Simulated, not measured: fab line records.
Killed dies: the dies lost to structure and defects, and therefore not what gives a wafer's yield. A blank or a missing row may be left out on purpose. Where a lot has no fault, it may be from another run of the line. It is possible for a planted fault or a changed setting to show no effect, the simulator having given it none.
Split-lot trial    flow n5 finfet    21 wafers read across 7 lots, on a route 1938 steps long

SPLIT DETAILS
At N5_BEOL_M8_DEP_56 (deposits SiCN from 3MS/NH3, target thk 10 nm, time 17.5 s), the setting time s was moved away from the recipe's 17.5 s on 5 of the 21 wafers read, by -14.9% to +3.9%. This setting was run at the recipe's value on the other wafers.

Reading taken at the split's own step.

THE READING
SiCN_of_BEOL_M8_DEP_56.thk nm (the simulator's own value, which no gauge read), in nm, at N5_BEOL_M8_DEP_56 (deposits SiCN from 3MS/NH3, target thk 10 nm, time 17.5 s). The file does not state a usual value for it. Across the 16 wafers here that went through the recipe, the average is 10.0 nm and the standard deviation 0.13 nm.

wafer   tool, chamber at the split  time s as run, s  against the recipe  SiCN_of_BEOL_M8_DEP_56.thk nm, nm  against lot-mates on the recipe
L079.3  pecvd-03, 1                 17.5              recipe              10                                 -
L079.5  pecvd-03, 1,0               17.5              recipe              10.2                               -
L079.6  pecvd-03, 1,0               17.5              recipe              10.2                               -
L080.1  pecvd-02, 2                 17.5              recipe              9.8                                -
L080.6  pecvd-02, 2                 17.5              recipe              9.8                                -
L080.5  pecvd-02, 0                 15.62             -10.7%              9                                  -0.8
L087.1  pecvd-02, 0                 16.51             -5.7%               9.4                                -0.6
L087.4  pecvd-02, 1                 16.51             -5.7%               9.2                                -0.8
L087.5  pecvd-02, 0                 17.5              recipe              10                                 -
L086.1  pecvd-03, 1                 18.18             +3.9%               10.4                               +0.4
L086.2  pecvd-03, 2,0               17.5              recipe              10                                 -
L086.3  pecvd-03, 2,0               17.5              recipe              10                                 -
L088.1  pecvd-04, 2,0               17.5              recipe              10                                 -
L088.3  pecvd-04, 2,0               17.5              recipe              10                                 -
L088.6  pecvd-04, 0                 17.5              recipe              10.2                               -
L089.2  pecvd-04, 1,0               17.5              recipe              9.8                                -
L089.4  pecvd-04, 1,0               17.5              recipe              9.8                                -
L089.6  pecvd-04, 1                 17.5              recipe              10                                 -
L093.4  pecvd-04, 2                 14.89             -14.9%              8.6                                -1.4
L093.5  pecvd-04, 1,0               17.5              recipe              10                                 -
L093.6  pecvd-04, 1,0               17.5              recipe              10                                 -
If several chambers appear in one row, that row covers several wafers at once and the file leaves open which wafer was in which chamber.

THE FIT
A straight line over all 21 wafers: SiCN_of_BEOL_M8_DEP_56.thk nm changes by +0.0971 nm for each +1% of time s; r = +0.95; the points scatter about the line by 0.13 nm.
The same after taking each lot's own level away (the mean of its wafers on the recipe; 21 wafers): +0.0929 nm for each +1%; r = +0.97; scatter 0.1 nm.
The reading moves by 1.4 nm for the largest change in time s, on that fit.
From 9.80 to 10.13 nm: that is the span of the lots' own levels, equal to 2.5 times the standard deviation above.
The two slopes are in agreement: the lot-to-lot level therefore moves the slope only a little.
Check: -1.38 nm against its lot-mates is what the line predicts for one of the wafers moved furthest among these (-14.9%) when that wafer is left out of the fit. It came out at -1.4 nm against them.

OTHER SPLITS ON THESE WAFERS
Other splits were also applied to these wafers ahead of the reading. Each is held against what the fit with the lots' levels taken away leaves over:
other split on the same wafers  wafers away from the commonest value  r with SiCN_of_BEOL_M8_DEP_56.thk nm (lot level and that fit taken away)
N5_BEOL_M6_COAT_22 spin rpm     5                                     -0.03
N5_BEOL_M7_COAT_05 spin rpm     7                                     -0.16
N5_BEOL_M8_ILD_DEP_00 time s    7                                     -0.31

FILE'S OWN FIT
SiCN_of_BEOL_M8_DEP_56.thk nm changes by +0.0909 nm for each +1% of time s, r = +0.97.
